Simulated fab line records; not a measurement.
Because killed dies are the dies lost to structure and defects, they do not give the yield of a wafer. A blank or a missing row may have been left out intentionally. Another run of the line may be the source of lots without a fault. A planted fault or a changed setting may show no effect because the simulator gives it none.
fab line records	flow n5_finfet
[record] lots = 9	wafers = 27	last_day = 21
route steps=1938 shown BEOL_M2@843 BEOL_M4@1111
lots that met no fault: taken from a fault-free run of the same line
start_h: hours from the record's opening day to when the first of the lot's shown wafers began	wait_h: time in hours since the lot's previous step	" identical to the entry in the row above	L1.1+2: a single row standing in for several wafers	- either no value or no given start	* or withheld: withheld	< > ~ a bound
route shown NAME@n: names a module that has steps shown in the file, with the first one's number in the route	usual: mean/standard deviation taken from wafers without a fault	same: alike in all rows	chamber/n: place in a boat	sites: the reading at each site	_std_site: how widely they spread, as a standard deviation	_edge_site: mean of outer sites minus mean of inner sites	radius_mm: how far each site lies from the wafer's centre	mask NAME#n: copy n	behind: the most recent tool/chamber to have shaped the wafer	hold: why the lot was held/for how many hours/how that ended	device: which transistor (n, p or np) failed to switch	end of line: tests run on the same wafers once the route is complete	a step with no rows: only its recipe	killed: not the wafer's yield, but the dies lost to structure and defects at the first sort	map: per-die view of a wafer (x killed, . not killed, _ where there is no die)
set.NAME: the setting as run; set.NAME@STEP: as run at that earlier step	model.NAME: the simulator's own value behind a step, which no gauge read
steps of the route over a sample of lots; a table a step, a row a wafer
services: the hour from which a tool's chamber was out of use, counted from the record's first day as start_h (under 0 if before that day), plus the number of hours and why
[[steps]]
[step N5_BEOL_M2_PECVD_72]
[recipe] material = SiO2	target_thk_a = 160	temp_c = 400	precursor = TEOS/O2	pressure_torr = 5.5	rf_w = 450	teos_flow_sccm = 53.8	gas = O2	flow_sccm = 3000	time_s = 18
[usual] heater_power_w = 687/67	showerhead_plenum_p_Torr = 8.76/0.056	throttle_valve_pct = 22.6/0.96
lot.wafer	tool	chamber	start_h	wait_h	heater_power_w	showerhead_plenum_p_Torr	throttle_valve_pct
L320.1	pecvd-04	0	139.46	0.0	628	8.71	23.0
L320.3	"	1	"	"	633	8.84	21.7
L320.5	"	2	"	"	584	8.73	22.1
L326.3	pecvd-01	1	182.54	0.1	781	8.85	22.5
L326.4	"	0	"	"	676	8.77	23.7
L326.5	"	0	"	"	666	8.75	24.1
L330.4	pecvd-01	1	198.48	0.1	728	8.87	22.4
L330.5	"	0	"	"	712	8.75	24.3
L330.6	"	2	"	"	762	8.78	20.5
L332.3	pecvd-01	0	203.82	0.0	605	8.75	24.1
L332.5	"	2	"	"	808	8.80	20.3
L332.6	"	0	"	"	600	8.74	24.2
L333.2	pecvd-01	1	212.01	0.0	715	8.86	22.3
L333.4	"	2	"	"	776	8.82	20.8
L333.6	"	0	"	"	719	8.74	24.1
L334.2	pecvd-03	0	214.83	0.0	777	8.79	22.7
L334.5	"	1	"	"	683	8.66	22.8
L334.6	"	0	"	"	781	8.76	22.9
L336.3	pecvd-01	1	226.54	0.0	787	8.84	22.3
L336.5	"	0	"	"	706	8.78	24.2
L336.6	"	2	"	"	809	8.80	20.6
L342.3	pecvd-01	2	272.20	0.0	713	8.78	20.9
L342.4	"	0	"	"	704	8.76	24.2
L342.6	"	2	"	"	718	8.80	21.0
L343.3	pecvd-01	0	300.71	0.0	663	8.76	24.3
L343.4	"	0	"	"	674	8.72	24.4
L343.5	"	2	"	"	780	8.80	20.7
[step N5_BEOL_M2_OVL_MEAS_12]
[recipe] points_per_wafer = 522
[usual] M2_OVL = -0.5/0.69
lot.wafer	tool	chamber	start_h	wait_h	M2_OVL[nm]
L320.1	overlay-01	0	140.23	0.0	-0.3
L320.3	"	0	"	"	-1.0
L320.5	"	0	"	"	-1.8
L326.3	overlay-02	0	184.70	0.0	-1.1
L326.4	"	0	"	"	-0.5
L326.5	"	0	"	"	-0.1
L330.4	overlay-01	0	199.48	0.0	-0.7
L330.5	"	0	"	"	0.2
L330.6	"	0	"	"	0.8
L332.3	overlay-01	0	204.89	0.0	-0.8
L332.5	"	0	"	"	-1.1
L332.6	"	0	"	"	-0.2
L333.2	overlay-02	0	213.27	0.0	-1.4
L333.4	"	0	"	"	-1.2
L333.6	"	0	"	"	-0.5
L334.2	overlay-02	0	216.34	0.0	-1.8
L334.5	"	0	"	"	-1.9
L334.6	"	0	"	"	-1.0
L336.3	overlay-02	0	227.17	0.0	0.2
L336.5	"	0	"	"	-0.9
L336.6	"	0	"	"	-1.3
L342.3	overlay-01	0	274.92	0.0	-0.9
L342.4	"	0	"	"	-1.4
L342.6	"	0	"	"	0.1
L343.3	overlay-01	0	301.38	0.0	-1.2
L343.4	"	0	"	"	-1.2
L343.5	"	0	"	"	-1.0
[step N5_BEOL_M2_ETCH_74]
[recipe] chemistry = N2/H2	target = underlayer	target_depth_a = 65	mask_material = CAR-EUV	time_s = 5.2	ion_energy_ev = 200	pressure_mtorr = 30	source_w = 840	bias_w = 150	n2_flow_sccm = 200	h2_flow_sccm = 200	ends = cleared
[usual] drypump_motor_current_A = 5.8/0.44	etch_rf_on_time_s = 5.21/0.076	oes_product_au = 0.67/0.081	rf_vpp_V = 525.0/2.8	showerhead_plenum_p_Torr = 2.59/0.092	throttle_valve_pct = 17.95/0.14
lot.wafer	tool	chamber	start_h	wait_h	drypump_motor_current_A	etch_rf_on_time_s	oes_product_au	rf_hours_counter_h	rf_vpp_V	showerhead_plenum_p_Torr	throttle_valve_pct
L320.1	rie_diel-02	0	140.82	0.0	5.6	5.21	0.62	181	520.7	2.43	17.75
L320.3	"	2	"	"	5.7	5.17	0.69	83	526.8	2.69	18.01
L320.5	"	2	"	"	5.7	5.17	0.70	-	527.5	2.69	18.00
L326.3	rie_diel-02	0	184.81	0.0	5.6	5.28	0.60	195	519.1	2.42	17.77
L326.4	"	1	"	"	5.8	5.22	0.63	169	525.6	2.64	17.87
L326.5	"	1	"	"	5.8	5.31	0.62	-	526.1	2.64	17.84
L330.4	rie_diel-05	1	199.70	0.0	5.4	5.19	0.80	8	528.8	2.73	17.76
L330.5	"	3	"	"	6.6	5.23	0.59	-	524.9	2.62	17.96
L330.6	"	0	"	"	6.3	5.20	0.77	-	525.3	2.61	17.91
L332.3	rie_diel-05	1	205.00	0.0	5.4	5.16	0.81	9	527.6	2.73	17.77
L332.5	"	0	"	"	6.3	5.13	0.77	-	525.8	2.61	17.90
L332.6	"	3	"	"	6.7	5.26	0.60	-	525.8	2.62	17.97
L333.2	rie_diel-05	0	213.49	0.0	6.3	3.64	0.94	29	524.1	2.60	17.94
L333.4	"	3	"	"	6.6	5.21	0.60	203	526.8	2.62	18.00
L333.6	"	2	"	"	5.8	5.12	0.59	-	525.3	2.61	18.20
L334.2	rie_diel-05	2	216.70	0.0	5.8	3.60	0.73	236	526.2	2.61	18.25
L334.5	"	1	"	"	5.4	5.20	0.79	-	529.0	2.72	17.72
L334.6	"	2	"	"	5.8	5.12	0.58	-	527.0	2.61	18.19
L336.3	rie_diel-05	3	227.28	0.0	6.6	3.75	0.72	208	527.8	2.62	17.99
L336.5	"	0	"	"	6.3	5.22	0.74	-	522.2	2.60	17.95
L336.6	"	1	"	"	5.4	5.29	0.76	-	528.4	2.72	17.76
L342.3	rie_diel-02	3	275.07	0.0	5.6	5.36	0.63	177	521.3	2.43	18.10
L342.4	"	0	"	"	5.6	5.27	0.59	223	518.2	2.41	17.83
L342.6	"	2	"	"	5.6	5.16	0.66	-	529.2	2.67	18.09
L343.3	rie_diel-04	1	301.50	0.0	5.6	5.21	0.72	85	521.3	2.47	18.09
L343.4	"	3	"	"	5.1	5.05	0.80	-	524.8	2.59	17.81
L343.5	"	1	"	"	5.5	5.17	0.71	-	519.9	2.47	18.05
[step N5_BEOL_M2_HM_OPEN_17]
[recipe] chemistry = Cl2/BCl3	target_depth_a = 200	overetch_a = 60	target = TiN	mask_material = SOC	ion_energy_ev = 150	pressure_mtorr = 10	icp_w = 1000	bias_w = 126	Cl2_flow_sccm = 53.25	bcl3_flow_sccm = 21.75	Ar_flow_sccm = 25
[usual] bcl3_flow_sccm = 21.75/0.066	drypump_motor_current_A = 5.65/0.26	mfc_ar_sccm = 24.99/0.069	oes_product_au = 0.60/0.071	throttle_valve_pct = 22.17/0.11
lot.wafer	tool	chamber	start_h	wait_h	bcl3_flow_sccm	drypump_motor_current_A	mfc_ar_sccm	oes_product_au	rf_hours_counter_h	throttle_valve_pct
L320.1	rie_metal-02	1	141.04	0.0	21.78	5.68	25.02	0.54	122	22.31
L320.3	"	0	"	"	21.69	6.24	25.06	0.68	-	22.14
L320.5	"	0	"	"	21.75	6.21	25.10	0.68	-	22.14
L326.3	rie_metal-01	1	185.06	0.1	21.73	5.88	25.00	0.56	-	22.32
L326.4	"	0	"	"	21.76	5.54	24.95	0.56	-	22.04
L326.5	"	1	"	"	21.75	5.88	24.94	0.56	-	22.32
L330.4	rie_metal-01	1	199.94	0.1	21.71	5.87	24.93	0.56	-	22.33
L330.5	"	0	"	"	21.63	5.54	24.98	0.56	-	22.06
L330.6	"	1	"	"	21.77	5.86	24.90	0.56	-	22.32
L332.3	rie_metal-03	1	205.25	0.1	21.72	5.44	24.94	0.68	-	22.21
L332.5	"	0	"	"	21.68	5.33	25.07	0.57	-	22.10
L332.6	"	1	"	"	21.79	5.44	24.98	0.68	-	22.19
L333.2	rie_metal-03	1	213.71	0.0	21.83	5.45	24.93	0.68	40	22.17
L333.4	"	1	"	"	21.78	5.44	24.89	0.69	-	22.17
L333.6	"	0	"	"	21.80	5.31	24.98	0.58	-	22.09
L334.2	rie_metal-03	1	216.92	0.0	21.68	5.45	25.06	0.70	40	22.17
L334.5	"	1	"	"	21.77	5.44	24.98	0.70	-	22.19
L334.6	"	0	"	"	21.82	5.34	25.04	0.58	-	22.09
L336.3	rie_metal-01	1	227.53	0.1	21.72	5.85	25.01	0.55	-	22.36
L336.5	"	0	"	"	21.73	5.55	25.08	0.56	-	22.09
L336.6	"	1	"	"	21.74	5.87	24.96	0.55	-	22.36
L342.3	rie_metal-01	0	275.32	0.1	21.72	5.54	25.02	0.55	-	22.08
L342.4	"	1	"	"	21.68	5.89	25.09	0.54	-	22.37
L342.6	"	1	"	"	21.78	5.90	24.85	0.54	-	22.36
L343.3	rie_metal-03	1	301.75	0.1	21.71	5.44	24.97	0.67	-	22.19
L343.4	"	0	"	"	21.72	5.35	25.13	0.56	-	22.10
L343.5	"	0	"	"	21.78	5.34	24.96	0.57	-	22.09
[step N5_BEOL_M4_RC_MEAS_101]
[usual] DIBL_N = 36.3/1.1	DIBL_P = 36.3/1.4	IOFF_N = 0.155/0.019	IOFF_P = 0.211/0.027	ION_N = 672/8.5	ION_P = 462/5.8	SS_N = 71.5/0.56	SS_P = 73.3/0.52	VT_N = 249.9/2.5	VT_P = -249.8/2.8
lot.wafer	tool	chamber	start_h	wait_h	DIBL_N[mV/V]	DIBL_P[mV/V]	IOFF_N[nA/um]	IOFF_P[nA/um]	ION_N[uA/um]	ION_P[uA/um]	SS_N[mV/dec]	SS_P[mV/dec]	VT_N[mV]	VT_P[mV]
L320.1	prober-01	0	196.11	0.0	39.0	37.5	0.173	0.234	668	458	72.5	74.6	250.1	-247.6
L320.3	"	0	"	"	36.3	36.0	0.139	0.203	675	463	70.9	73.4	250.3	-250.4
L320.5	"	0	"	"	36.8	35.1	0.135	0.192	670	453	72.2	73.6	253.8	-255.3
L326.3	prober-01	0	257.20	0.3	38.0	36.8	0.165	0.207	667	454	71.7	73.4	248.1	-253.2
L326.4	"	0	"	"	37.0	36.1	0.151	0.196	676	456	70.8	72.4	249.1	-252.9
L326.5	"	0	"	"	37.8	36.5	0.166	0.200	680	455	71.3	73.5	249.3	-253.1
L330.4	prober-02	0	322.57	0.5	36.8	35.7	0.137	0.201	677	467	70.4	72.5	250.5	-250.7
L330.5	"	0	"	"	37.9	37.1	0.163	0.222	675	468	71.6	73.2	249.0	-246.1
L330.6	"	0	"	"	37.7	37.4	0.156	0.216	672	461	71.7	74.0	248.3	-251.8
L332.3	prober-01	0	335.78	0.3	34.7	33.6	0.137	0.184	666	458	70.4	72.8	250.3	-251.3
L332.5	"	0	"	"	36.8	35.7	0.175	0.211	667	453	71.2	73.8	248.7	-250.6
L332.6	"	0	"	"	35.3	34.6	0.146	0.197	665	458	70.7	73.1	248.0	-250.7
L333.2	prober-01	0	346.64	0.2	36.8	37.0	0.144	0.238	663	460	72.3	73.7	251.8	-247.6
L333.4	"	0	"	"	34.9	35.0	0.116	0.204	650	455	71.6	72.6	257.1	-250.4
L333.6	"	0	"	"	37.2	37.4	0.153	0.250	665	460	72.1	73.7	251.9	-248.8
L336.3	prober-01	0	351.59	0.3	35.4	36.2	0.143	0.196	665	461	71.9	73.2	253.8	-252.5
L336.5	"	0	"	"	35.7	37.6	0.146	0.219	669	463	71.4	73.5	252.3	-248.9
L336.6	"	0	"	"	34.8	35.6	0.134	0.186	658	454	72.3	73.0	252.1	-251.9
L334.2	prober-02	0	355.04	0.2	36.0	35.6	0.151	0.238	667	468	71.7	73.2	248.3	-246.1
L334.5	"	0	"	"	34.5	33.9	0.128	0.210	662	464	70.8	72.8	253.7	-245.9
L334.6	"	0	"	"	36.7	36.1	0.169	0.253	682	467	71.6	72.9	245.5	-243.8
L343.3	prober-02	0	364.69	0.3	37.2	36.6	0.171	0.241	678	467	72.2	73.7	251.6	-246.2
L343.4	"	0	"	"	38.7	36.8	0.196	0.250	671	461	72.8	73.2	246.3	-246.9
L343.5	"	0	"	"	37.2	35.6	0.161	0.223	674	464	71.9	73.3	247.5	-249.5
L342.3	prober-01	0	401.12	0.3	35.6	35.2	0.158	0.210	682	464	72.1	73.3	248.2	-248.4
L342.4	"	0	"	"	36.3	34.7	0.159	0.200	666	459	72.0	73.4	249.2	-250.9
L342.6	"	0	"	"	36.0	35.2	0.158	0.205	675	458	71.3	73.0	249.8	-249.2
[[services]]
tool	chamber	start_h	hours	kind
pecvd-03	-	118.87	2.8	pm
rie_diel-05	1	126.71	2.8	repair
rie_diel-05	2	144.20	3.8	repair
rie_metal-03	1	145.96	11.0	repair
rie_diel-05	1	157.39	-	clean
rie_diel-05	1	157.39	-	consumable_replace:focus_ring
rie_diel-05	1	157.39	-	consumable_replace:showerhead
rie_diel-05	1	157.39	18.2	scheduled_down
rie_diel-05	1	157.39	18.2	vent_cycle
pecvd-01	-	162.13	6.0	pm
pecvd-01	2	172.07	17.2	repair
rie_diel-05	-	172.97	2.8	pm
pecvd-01	-	178.09	0.9	repair
rie_metal-02	-	181.79	0.6	repair
pecvd-04	-	210.50	0.8	pm
rie_metal-02	0	219.53	1.3	repair
rie_metal-01	-	228.73	0.3	repair
rie_diel-02	-	238.40	0.2	repair
rie_diel-02	0	251.28	2.0	repair
rie_metal-02	-	259.57	1.4	pm
rie_diel-05	2	261.55	-	clean
rie_diel-05	2	261.55	-	consumable_replace:focus_ring
rie_metal-02	1	291.93	7.4	repair
rie_metal-01	-	300.39	1.4	pm
[[key]]
[first_sign] step = N5_BEOL_M2_ETCH_74	reading = etch_rf_on_time_s	direction = down	sigmas = 20	usual = *	struck = *
effect none on later readings
met_at N5_BEOL_M2_ETCH_74
struck_lots L333,L334,L336
struck_wafers L333.2,L334.2,L336.3
not_acting_at N5_BEOL_M2_PECVD_72,N5_BEOL_M2_OVL_MEAS_12,N5_BEOL_M2_HM_OPEN_17
onset_between 205.00 213.49
[fault] kind = process_parameter_drift	tool = rie_diel-05	chamber = -	onset_h = 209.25	steps = N5_BEOL_M2_ETCH_74	channel = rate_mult	offset = 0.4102	shape = step	end_h = 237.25	scope = struck_wafers_only
